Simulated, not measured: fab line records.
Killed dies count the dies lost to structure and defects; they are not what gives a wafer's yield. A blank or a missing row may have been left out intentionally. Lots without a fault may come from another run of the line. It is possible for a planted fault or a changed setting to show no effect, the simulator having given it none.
A struck lot beside a sound one    flow nand_harc    41 out of 1302 route steps
Sound: wafers L556.1, L556.2, L556.3. The struck wafers were L565.1, L565.4, L565.5. The cause is given at the end.
For every step that has rows: the tool of each side, followed by ch and its chambers, followed by its first start. Under that, the readings that differ: sound wafers    struck wafers    difference of the means    sigmas: that difference in standard deviations of wafers without a fault.
alike: readings with means less than 2 such deviations apart, plus words and numbers identical on both sides. not compared: withheld readings, readings lacking a value on some wafer, bounds such as >300 that could conceal the same value, and numbers that have no deviation in the record and whose values overlap.
Wherever a step has rows on one side only, a row that says differs or no value, or a row with sigmas, the two part there. Numbers that have no deviation but don't overlap get no sigmas and don't part them. Lack of a reading on every wafer of one side parts them only where that side has two or more wafers.

first, 1 step without rows for these wafers: NHARC_A_DECK1_JOINT_SRD_15.
NHARC_A_DECK1_JOINT_DEP_16: deposits SiO2, target thk 45 nm.
  sound on pecvd-03 ch 0,1,2, day 14 11:40; struck on pecvd-03 ch 0,1,2, day 18 08:38
  alike: heater_power_w, throttle_valve_pct
NHARC_A_DECK1_JOINT_THK_MEAS_17: measures by ellipsometry.
  sound on film_metro-02 at day 14 11:57; struck on film_metro-02 at day 18 08:53
  alike: thk_nm
NHARC_A_DECK1_JOINT_INSPECT_05:
  sound on defect_inspect-02 at day 14 11:59; struck on defect_inspect-01 at day 18 08:56
reading           sound        struck       difference  sigmas
raw_defect_count  254 164 112  515 338 507  +277        +2
then NHARC_A_ONON_D2_DEP_00 (target thk 1000 nm), 1 step lacking rows for these wafers.
NHARC_A_ONON_D2_THK_MEAS_02: measures by ellipsometry.
  sound on film_metro-01 at day 14 12:34; struck on film_metro-01 at day 18 09:30
  alike: thk_nm
then NHARC_A_ONON_D2_DEP_03 (target thk 1000 nm), 1 step lacking rows for these wafers.
NHARC_A_ONON_D2_THK_MEAS_05: measures by ellipsometry.
  sound on film_metro-02 at day 14 13:09; struck on film_metro-02 at day 18 10:04
  alike: thk_nm
then NHARC_A_ONON_D2_DEP_06 (target thk 1000 nm), 1 step lacking rows for these wafers.
NHARC_A_ONON_D2_THK_MEAS_08: measures by ellipsometry.
  sound on film_metro-02 at day 14 13:45; struck on film_metro-02 at day 18 10:38
  alike: thk_nm
then NHARC_A_ONON_D2_DEP_09 (target thk 1000 nm), 1 step lacking rows for these wafers.
NHARC_A_ONON_D2_THK_MEAS_11: measures by ellipsometry.
  sound on film_metro-02 at day 14 14:19; struck on film_metro-02 at day 18 11:12
reading      sound        struck          difference  sigmas
thk_nm (nm)  974 973 974  1002 1001 1002  +28         +2
NHARC_A_ONON_D2_DEP_12: target thk 1000 nm.
  sound on pecvd_onon-03 ch 0, day 14 14:22; struck on pecvd_onon-01 ch 0, day 18 11:16
NHARC_A_ONON_D2_THK_MEAS_14: measures by ellipsometry.
  sound on film_metro-01 at day 14 14:53; struck on film_metro-02 at day 18 11:46
  alike: thk_nm
then, 2 steps without rows for these wafers: NHARC_A_ONON_D2_ANNEAL_15 (time 3600 s); NHARC_A_ONON_D2_DEP_16 (target thk 1000 nm).
NHARC_A_ONON_D2_THK_MEAS_18: measures by ellipsometry.
  sound on film_metro-02 at day 15 00:53; struck on film_metro-02 at day 18 19:10
  alike: thk_nm
then NHARC_A_ONON_D2_DEP_19 (target thk 1000 nm), 1 step lacking rows for these wafers.
NHARC_A_ONON_D2_THK_MEAS_21: measures by ellipsometry.
  sound on film_metro-02 at day 15 01:28; struck on film_metro-02 at day 18 19:43
  alike: thk_nm
then NHARC_A_ONON_D2_DEP_22 (target thk 1000 nm), 1 step lacking rows for these wafers.
NHARC_A_ONON_D2_THK_MEAS_24: measures by ellipsometry.
  sound on film_metro-02 at day 15 02:01; struck on film_metro-01 at day 18 20:17
reading      sound        struck          difference  sigmas
thk_nm (nm)  981 980 981  1022 1023 1023  +42         +4
then NHARC_A_ONON_D2_DEP_25 (target thk 1000 nm), 1 step lacking rows for these wafers.
NHARC_A_ONON_D2_THK_MEAS_27: measures by ellipsometry.
  sound on film_metro-02 at day 15 02:35; struck on film_metro-01 at day 18 20:51
  alike: thk_nm
then NHARC_A_ONON_D2_DEP_28 (target thk 1000 nm), 1 step lacking rows for these wafers.
NHARC_A_ONON_D2_THK_MEAS_30: measures by ellipsometry.
  sound on film_metro-01 at day 15 03:10; struck on film_metro-02 at day 18 21:25
  alike: thk_nm
NHARC_A_ONON_D2_DEP_33: deposits SiO2, target thk 200 nm.
  sound on pecvd-04 ch 0,1,2, day 15 03:25; struck on pecvd-02 ch 0,1, day 18 21:28
  alike: heater_power_w, throttle_valve_pct
NHARC_A_ONON_D2_THK_MEAS_34: measures by ellipsometry.
  sound on film_metro-01 at day 15 03:49; struck on film_metro-01 at day 18 21:53
  alike: thk_nm
NHARC_A_CHANNEL_HOLE_D2_DEP_00: deposits aC, target thk 3100 nm.
  sound on acl_dep-03 ch 0, day 15 03:59; struck on acl_dep-01 ch 0, day 18 23:12
  alike: throttle_valve_pct
NHARC_A_CHANNEL_HOLE_D2_DEP_01: deposits SiON, target thk 140 nm.
  sound on pecvd-03 ch 0,1,2, day 15 05:55; struck on pecvd-04 ch 0,2, day 19 01:09
  alike: heater_power_w
then, 10 steps without rows for these wafers: NHARC_A_CHANNEL_HOLE_D2_DEHYDRATE_02 (time 120 s); NHARC_A_CHANNEL_HOLE_D2_HMDS_03 (time 30 s); NHARC_A_CHANNEL_HOLE_D2_COAT_36 (time 75 s); NHARC_A_CHANNEL_HOLE_D2_COAT_37 (time 65 s); NHARC_A_CHANNEL_HOLE_D2_COAT_04 (resist thk 90 nm); NHARC_A_CHANNEL_HOLE_D2_SOFTBAKE_05 (time 55 s); NHARC_A_CHANNEL_HOLE_D2_EBR_06; NHARC_A_CHANNEL_HOLE_D2_EXPOSE_07 (exposes mask HOLE D2, target cd 100 nm); NHARC_A_CHANNEL_HOLE_D2_PEB_08 (peb time 65 s); NHARC_A_CHANNEL_HOLE_D2_DEVELOP_09 (develop time 35 s).
NHARC_A_CHANNEL_HOLE_D2_CD_MEAS_10: target cd 100 nm.
  sound on cd_sem-02 ch 0, day 15 06:38; struck on cd_sem-03 ch 0, day 19 01:50
  alike: cd_nm
-- jump in the record: it breaks off in module A_CHANNEL_HOLE_D2 and resumes in module END (first step shown: number 1302 of the route), and 11 days separate the struck wafers' starts before and after --
NHARC_END_SORT_01:
  at this point the record logs the struck wafers (prober-02 ch 0, day 30 06:21) and has no rows for the sound ones

WHERE THEY PART
Earliest at NHARC_A_DECK1_JOINT_INSPECT_05; latest, in this record, at NHARC_END_SORT_01.

WHY: the cause the simulator had injected
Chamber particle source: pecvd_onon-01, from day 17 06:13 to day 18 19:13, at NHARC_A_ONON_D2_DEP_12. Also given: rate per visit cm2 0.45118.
